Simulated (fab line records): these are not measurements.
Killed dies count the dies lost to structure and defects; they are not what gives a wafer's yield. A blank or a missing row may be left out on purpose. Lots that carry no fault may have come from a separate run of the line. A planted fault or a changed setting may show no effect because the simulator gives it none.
What tool caused it?    flow n5-finfet    24 lots with 72 wafers sampled at 6 steps, on a route of 1938 steps

## WHAT THE GAUGES READ, wafer by wafer
N5_BEOL_M0_SAQP_THK_MEAS_05. Usual: thk-nm 60.2 nm, standard deviation 0.85.
lot   measured      on             thk-nm (nm)     flag
L074  day 5 10:23   film-metro-01  60.5 61.3 60.7  
L075  day 5 13:27   film-metro-01  58.7 60.1 59.6  
L076  day 5 20:20   film-metro-02  58.9 61.9 60.1  
L077  day 6 07:01   film-metro-01  61.5 61.1 61.9  
L078  day 6 12:54   film-metro-02  60.2 59.8 60.6  
L079  day 6 21:07   film-metro-01  60.1 59.5 61.3  
L080  day 7 07:08   film-metro-02  60.2 60.0 60.3  
L081  day 7 14:25   film-metro-01  59.9 60.8 61.9  
L082  day 7 15:11   film-metro-01  59.6 60.8 60.3  
L083  day 7 18:38   film-metro-01  60.2 60.3 61.5  
L084  day 8 01:05   film-metro-02  59.5 60.4 61.5  
L085  day 8 02:12   film-metro-02  60.0 60.0 59.6  
L086  day 8 11:29   film-metro-01  59.7 60.4 60.9  
L087  day 8 15:08   film-metro-02  60.0 58.6 61.0  
L088  day 8 18:26   film-metro-01  59.7 60.8 60.7  
L089  day 9 02:50   film-metro-02  61.1 60.9 61.0  
L090  day 9 09:14   film-metro-02  59.3 61.2 60.6  
L091  day 9 13:29   film-metro-02  60.8 59.9 62.4  
L092  day 10 01:04  film-metro-02  59.3 59.9 60.3  
L093  day 10 04:31  film-metro-01  57.6 59.5 59.3  
L094  day 10 15:40  film-metro-02  59.8 60.5 61.0  
L095  day 10 19:22  film-metro-01  59.7 59.5 60.9  
L096  day 10 23:17  film-metro-01  59.1 60.3 61.0  
L097  day 11 09:02  film-metro-02  59.8 60.3 61.0  

N5_BEOL_M0_SAQP_CD_MEAS_40 targets a cd of 30 nm. Usual: cd-nm 30.06 nm, standard deviation 0.25.
lot   measured      on         cd-nm (nm)         flag
L074  day 5 14:40   cd-sem-03  29.77 29.83 29.77  
L075  day 5 18:05   cd-sem-02  30.68 30.14 30.01  
L076  day 6 01:06   cd-sem-01  29.80 30.03 29.66  
L077  day 6 11:17   cd-sem-02  30.25 29.81 30.35  
L078  day 6 17:47   cd-sem-01  30.34 29.95 29.96  
L079  day 7 01:33   cd-sem-02  30.17 30.18 29.90  
L080  day 7 11:14   cd-sem-01  30.08 30.33 30.29  
L081  day 7 18:46   cd-sem-02  30.11 30.34 30.23  
L082  day 7 19:59   cd-sem-02  29.95 30.36 30.11  
L083  day 7 23:02   cd-sem-01  29.66 30.12 29.99  
L084  day 8 07:01   cd-sem-03  30.14 29.49 29.66  
L085  day 8 07:31   cd-sem-01  30.23 29.95 29.91  
L086  day 8 15:55   cd-sem-01  30.80 30.31 30.36  
L087  day 8 19:45   cd-sem-02  30.02 29.71 29.85  
L088  day 8 22:53   cd-sem-02  29.75 30.18 30.54  
L089  day 9 07:19   cd-sem-03  30.21 30.15 30.12  
L090  day 9 13:48   cd-sem-02  29.85 30.03 30.28  
L091  day 9 18:35   cd-sem-03  29.92 30.00 30.40  
L092  day 10 05:52  cd-sem-02  30.29 29.85 29.76  
L093  day 10 09:12  cd-sem-03  29.87 29.93 29.94  
L094  day 10 20:05  cd-sem-02  29.86 29.95 30.30  
L095  day 10 23:55  cd-sem-03  30.20 30.01 30.01  
L096  day 11 04:22  cd-sem-02  30.48 29.98 30.52  
L097  day 11 13:57  cd-sem-01  30.43 30.05 29.95  

## TOOL THAT RAN EACH LOT (tool first, then ch and the chambers of the sampled wafers, then the start)
lot   N5_MOL_CONTACT_COAG_ETCHBACK_134    N5_MOL_CONTACT_COAG_VIA_ETCH_117    N5_BEOL_M0_SAQP_PECVD_96         N5_BEOL_M0_SAQP_MANDREL1_REMOVE_100
L074  rie-diel-04 ch 1,2, day 5 05:17     rie-diel-04 ch 1,2, day 5 05:26     pecvd-03 ch 0,2, day 5 10:12     rie-si-03 ch 0,1,3, day 5 12:27
L075  rie-diel-05 ch 0,2,3, day 5 08:11   rie-diel-05 ch 0,2,3, day 5 08:21   pecvd-01 ch 2, day 5 13:12       rie-si-03 ch 0,1,2, day 5 15:30
L076  rie-diel-05 ch 1,2, day 5 13:56     rie-diel-05 ch 1,2, day 5 14:05     pecvd-04 ch 0,1,2, day 5 20:09   rie-si-03 ch 1,2,3, day 5 22:48
L077  rie-diel-01 ch 2,3, day 6 01:44     rie-diel-01 ch 2,3, day 6 01:54     pecvd-04 ch 0,1, day 6 06:47     rie-si-06 ch 0,2,3, day 6 09:02
L078  rie-diel-05 ch 2,3, day 6 07:20     rie-diel-05 ch 2,3, day 6 07:29     pecvd-01 ch 0,2, day 6 12:43     rie-si-06 ch 1,2,3, day 6 14:55
L079  rie-diel-04 ch 1,2, day 6 15:37     rie-diel-04 ch 1,2, day 6 15:47     pecvd-03 ch 0,1,2, day 6 20:56   rie-si-06 ch 0,1,2, day 6 23:16
L080  rie-diel-01 ch 0,2,3, day 7 02:04   rie-diel-01 ch 0,2,3, day 7 02:13   pecvd-01 ch 1,2, day 7 06:57     rie-si-05 ch 1,3, day 7 09:02
L081  rie-diel-05 ch 0,1,3, day 7 06:04   rie-diel-05 ch 0,1,3, day 7 06:13   pecvd-01 ch 0,1, day 7 14:14     rie-si-05 ch 0,1,3, day 7 16:26
L082  rie-diel-05 ch 0,3, day 7 08:04     rie-diel-05 ch 0,3, day 7 08:13     pecvd-03 ch 0,1,2, day 7 15:00   rie-si-05 ch 0,2,3, day 7 17:10
L083  rie-diel-05 ch 0,2,3, day 7 12:25   rie-diel-05 ch 0,2,3, day 7 12:35   pecvd-03 ch 1,2, day 7 18:27     rie-si-03 ch 1,2,3, day 7 20:44
L084  rie-diel-05 ch 0,2, day 7 16:17     rie-diel-05 ch 0,2, day 7 16:27     pecvd-04 ch 0,1, day 8 00:54     rie-si-06 ch 0,2, day 8 04:02
L085  rie-diel-01 ch 1,2,3, day 7 21:07   rie-diel-01 ch 1,2,3, day 7 21:17   pecvd-04 ch 0,1,2, day 8 02:01   rie-si-06 ch 0,2,3, day 8 04:35
L086  rie-diel-04 ch 0,1,3, day 8 04:19   rie-diel-04 ch 0,1,3, day 8 04:29   pecvd-04 ch 0,1,2, day 8 11:18   rie-si-03 ch 0,1,3, day 8 13:35
L087  rie-diel-01 ch 0,1, day 8 10:03     rie-diel-01 ch 0,1, day 8 10:13     pecvd-03 ch 0,1,2, day 8 14:57   rie-si-05 ch 0,2,3, day 8 17:03
L088  rie-diel-04 ch 0,1,2, day 8 12:04   rie-diel-04 ch 0,1,2, day 8 12:14   pecvd-03 ch 1,2, day 8 18:15     rie-si-06 ch 1,2,3, day 8 20:34
L089  rie-diel-01 ch 0,1, day 8 20:38     rie-diel-01 ch 0,1, day 8 20:48     pecvd-04 ch 0,1,2, day 9 02:39   rie-si-05 ch 1,3, day 9 04:52
L090  rie-diel-01 ch 0,1,3, day 8 23:58   rie-diel-01 ch 0,1,3, day 9 00:07   pecvd-03 ch 0,1,2, day 9 09:02   rie-si-05 ch 0,1,3, day 9 11:30
L091  rie-diel-05 ch 1,2,3, day 9 08:23   rie-diel-05 ch 1,2,3, day 9 08:33   pecvd-01 ch 0,1, day 9 13:18     rie-si-06 ch 0,1,3, day 9 15:53
L092  rie-diel-01 ch 1,2,3, day 9 18:24   rie-diel-01 ch 1,2,3, day 9 18:33   pecvd-03 ch 0,1, day 10 00:49    rie-si-05 ch 0,1,3, day 10 03:29
L093  rie-diel-01 ch 1,2,3, day 9 20:47   rie-diel-01 ch 1,2,3, day 9 20:56   pecvd-03 ch 0,1, day 10 04:16    rie-si-06 ch 0,1,3, day 10 06:44
L094  rie-diel-01 ch 0,1,2, day 10 09:58  rie-diel-01 ch 0,1,2, day 10 10:07  pecvd-03 ch 0,1, day 10 15:24    rie-si-03 ch 0,2,3, day 10 17:41
L095  rie-diel-01 ch 0,2, day 10 11:36    rie-diel-01 ch 0,2, day 10 11:45    pecvd-03 ch 0,1,2, day 10 19:11  rie-si-03 ch 0,2, day 10 21:32
L096  rie-diel-05 ch 0,2,3, day 10 15:05  rie-diel-05 ch 0,2,3, day 10 15:15  pecvd-01 ch 1,2, day 10 23:07    rie-si-06 ch 1,2,3, day 11 02:11
L097  rie-diel-05 ch 0,2,3, day 11 01:34  rie-diel-05 ch 0,2,3, day 11 01:43  pecvd-03 ch 1,2, day 11 08:47    rie-si-06 ch 0,1,3, day 11 11:24
- N5_MOL_CONTACT_COAG_ETCHBACK_134: etches SiO2 in CHF3, target depth 10 nm, time 6.7 s.
- N5_MOL_CONTACT_COAG_VIA_ETCH_117: etches SiO2 in C4F6/O2, target depth 40 nm, overetch 8 nm, time 26 s.
- N5_BEOL_M0_SAQP_PECVD_96: deposits a-Si from SiH4/He, target thk 45 nm, time 45.2 s.
- N5_BEOL_M0_SAQP_MANDREL1_REMOVE_100: chemistry HBr/Cl2/O2, target a-Si, stops on SiNx, bt time 10 s.

## WHAT THE TOOLS THEMSELVES READ (means of the sampled wafers that have a number; where no wafer has one, the mark that the record gives instead)
N5_MOL_CONTACT_COAG_ETCHBACK_134. Usual: drypump-motor-current-A 5.5 A, standard deviation 0.48; oes-product-au 0.79 a.u., standard deviation 0.079; rf-vpp-V 526 V, standard deviation 14; showerhead-plenum-p-Torr 2.38 Torr, standard deviation 0.058; throttle-valve-pct 18.55 %, standard deviation 0.17.
lot   tool         drypump-motor-current-A (A)  oes-product-au (a.u.)  rf-vpp-V (V)  showerhead-plenum-p-Torr (Torr)  throttle-valve-pct (%)  flag
L074  rie-diel-04  5.4                          0.83                   544           2.42                             18.45                   
L075  rie-diel-05  5.3                          0.75                   534           2.39                             18.62                   
L076  rie-diel-05  6.0                          0.86                   515           2.37                             18.38                   
L077  rie-diel-01  5.5                          0.81                   511           2.31                             18.41                   
L078  rie-diel-05  5.4                          0.85                   536           2.39                             18.43                   
L079  rie-diel-04  5.4                          0.80                   545           2.41                             18.48                   
L080  rie-diel-01  5.5                          0.77                   522           2.33                             18.59                   
L081  rie-diel-05  5.6                          0.87                   524           2.37                             18.46                   
L082  rie-diel-05  5.2                          0.85                   533           2.38                             18.54                   
L083  rie-diel-05  5.3                          0.84                   534           2.38                             18.49                   
L084  rie-diel-05  5.4                          0.78                   531           2.41                             18.51                   
L085  rie-diel-01  5.3                          0.76                   520           2.36                             18.54                   
L086  rie-diel-04  6.2                          0.76                   524           2.42                             18.66                   
L087  rie-diel-01  5.4                          0.73                   536           2.41                             18.75                   
L088  rie-diel-04  5.7                          0.77                   538           2.40                             18.64                   
L089  rie-diel-01  5.4                          0.72                   536           2.41                             18.78                   
L090  rie-diel-01  5.4                          0.77                   524           2.39                             18.61                   
L091  rie-diel-05  5.7                          0.85                   527           2.36                             18.45                   
L092  rie-diel-01  5.3                          0.75                   519           2.36                             18.57                   
L093  rie-diel-01  5.3                          0.75                   520           2.36                             18.57                   
L094  rie-diel-01  5.3                          0.71                   531           2.37                             18.75                   
L095  rie-diel-01  5.4                          0.70                   532           2.34                             18.79                   
L096  rie-diel-05  5.3                          0.82                   534           2.38                             18.53                   
L097  rie-diel-05  5.3                          0.81                   534           2.38                             18.54                   

N5_MOL_CONTACT_COAG_VIA_ETCH_117. Usual: drypump-motor-current-A 5.5 A, standard deviation 0.49; oes-product-au 0.71 a.u., standard deviation 0.072; rf-vpp-V 1593 V, standard deviation 41; showerhead-plenum-p-Torr 2.84 Torr, standard deviation 0.07; throttle-valve-pct 40.8 %, standard deviation 0.35.
lot   tool         drypump-motor-current-A (A)  oes-product-au (a.u.)  rf-vpp-V (V)  showerhead-plenum-p-Torr (Torr)  throttle-valve-pct (%)  flag
L074  rie-diel-04  5.4                          0.74                   1644          2.88                             41.0                    
L075  rie-diel-05  5.3                          0.68                   1616          2.85                             40.9                    
L076  rie-diel-05  6.1                          0.77                   1562          2.84                             41.0                    
L077  rie-diel-01  5.5                          0.73                   1549          2.76                             40.4                    
L078  rie-diel-05  5.4                          0.76                   1623          2.86                             40.9                    
L079  rie-diel-04  5.4                          0.74                   1644          2.88                             41.0                    
L080  rie-diel-01  5.5                          0.69                   1582          2.78                             40.8                    
L081  rie-diel-05  5.7                          0.80                   1588          2.82                             40.8                    
L082  rie-diel-05  5.3                          0.77                   1609          2.84                             40.8                    
L083  rie-diel-05  5.3                          0.76                   1615          2.84                             40.9                    
L084  rie-diel-05  5.4                          0.70                   1608          2.87                             41.0                    
L085  rie-diel-01  5.3                          0.69                   1575          2.81                             40.7                    
L086  rie-diel-04  6.2                          0.69                   1587          2.89                             40.6                    
L087  rie-diel-01  5.4                          0.66                   1622          2.88                             41.1                    
L088  rie-diel-04  5.7                          0.70                   1630          2.87                             40.9                    
L089  rie-diel-01  5.3                          0.65                   1621          2.88                             41.1                    
L090  rie-diel-01  5.4                          0.69                   1589          2.85                             40.8                    
L091  rie-diel-05  5.7                          0.77                   1595          2.82                             40.9                    
L092  rie-diel-01  5.3                          0.69                   1575          2.81                             40.8                    
L093  rie-diel-01  5.3                          0.68                   1576          2.81                             40.8                    
L094  rie-diel-01  5.2                          0.64                   1607          2.84                             41.1                    
L095  rie-diel-01  5.4                          0.63                   1614          2.80                             41.2                    
L096  rie-diel-05  5.3                          0.73                   1615          2.84                             40.9                    
L097  rie-diel-05  5.3                          0.73                   1614          2.83                             40.9                    

N5_BEOL_M0_SAQP_PECVD_96. Usual: heater-power-w 655 W, standard deviation 57; showerhead-plenum-p-Torr 5.65 Torr, standard deviation 0.049; susceptor-temp-C 349.99 C, standard deviation 0.22; throttle-valve-pct 18.2 %, standard deviation 1.2.
lot   tool      heater-power-w (W)  showerhead-plenum-p-Torr (Torr)  susceptor-temp-C (C)  throttle-valve-pct (%)  flag
L074  pecvd-03  675                 5.65                             350.02                17.5                    
L075  pecvd-01  668                 5.57                             350.07                17.1                    
L076  pecvd-04  628                 5.67                             350.09                18.2                    
L077  pecvd-04  660                 5.68                             349.93                19.5                    
L078  pecvd-01  662                 5.57                             349.83                18.5                    
L079  pecvd-03  635                 5.65                             350.11                17.8                    
L080  pecvd-01  689                 5.63                             349.90                17.7                    
L081  pecvd-01  694                 5.67                             350.09                18.8                    
L082  pecvd-03  656                 5.64                             349.92                17.9                    
L083  pecvd-03  657                 5.66                             349.96                18.5                    
L084  pecvd-04  619                 5.68                             349.96                19.6                    
L085  pecvd-04  611                 5.67                             350.02                18.2                    
L086  pecvd-04  685                 5.67                             350.00                18.3                    
L087  pecvd-03  617                 5.66                             349.80                17.8                    
L088  pecvd-03  693                 5.62                             350.12                17.5                    
L089  pecvd-04  668                 5.67                             350.03                18.5                    
L090  pecvd-03  680                 5.66                             350.05                17.7                    
L091  pecvd-01  693                 5.67                             350.13                18.8                    
L092  pecvd-03  591                 5.68                             349.99                18.9                    
L093  pecvd-03  609                 5.68                             349.87                18.7                    
L094  pecvd-03  605                 5.68                             349.92                18.6                    
L095  pecvd-03  601                 5.64                             349.94                17.9                    
L096  pecvd-01  681                 5.63                             350.27                17.6                    
L097  pecvd-03  625                 5.65                             350.04                18.2                    

N5_BEOL_M0_SAQP_MANDREL1_REMOVE_100. Usual: drypump-motor-current-A 5.8 A, standard deviation 0.48; oes-product-au 1.008 a.u., standard deviation 0.02; throttle-valve-pct 36.8 %, standard deviation 0.41.
lot   tool       drypump-motor-current-A (A)  oes-product-au (a.u.)  throttle-valve-pct (%)  flag
L074  rie-si-03  5.5                          1.011                  36.8                    
L075  rie-si-03  5.7                          0.990                  36.6                    
L076  rie-si-03  5.8                          1.005                  36.7                    
L077  rie-si-06  5.7                          1.023                  36.9                    
L078  rie-si-06  5.7                          1.008                  36.8                    
L079  rie-si-06  5.5                          1.028                  36.6                    
L080  rie-si-05  5.7                          0.994                  37.1                    
L081  rie-si-05  5.9                          0.995                  36.9                    
L082  rie-si-05  6.0                          1.014                  36.8                    
L083  rie-si-03  5.8                          1.002                  36.7                    
L084  rie-si-06  5.3                          1.022                  37.0                    
L085  rie-si-06  5.7                          1.014                  37.0                    
L086  rie-si-03  5.6                          0.999                  36.8                    
L087  rie-si-05  6.0                          1.012                  36.8                    
L088  rie-si-06  5.6                          1.008                  36.8                    
L089  rie-si-05  5.7                          0.988                  37.4                    
L090  rie-si-05  5.8                          1.002                  37.1                    
L091  rie-si-06  5.9                          1.012                  36.6                    
L092  rie-si-05  5.9                          0.994                  37.0                    
L093  rie-si-06  5.9                          1.009                  36.6                    
L094  rie-si-03  5.4                          1.009                  36.5                    
L095  rie-si-03  5.3                          0.997                  36.4                    
L096  rie-si-06  5.6                          0.997                  36.8                    
L097  rie-si-06  5.9                          1.015                  36.6                    

## THE ANSWER, worked out from the rows above alone
Rule: a lot counts as off when the mean over its wafers that have a number is more than 3 standard deviations away from the usual mean. Also off: a lot with no number at a reading for which 4 or more lots have one. All remaining lots with rows at the step are treated as sound. First the gauges in route order, then the tools' own readings, where a lot's mean is used as printed above. The first step at which some lot is off is used, and at that step the reading that is off furthest; a lot without a number counts as furthest.
No lot is off on any of the readings shown, so nothing can be concluded from this.

## WHAT WAS PUT IN BY THE SIMULATOR
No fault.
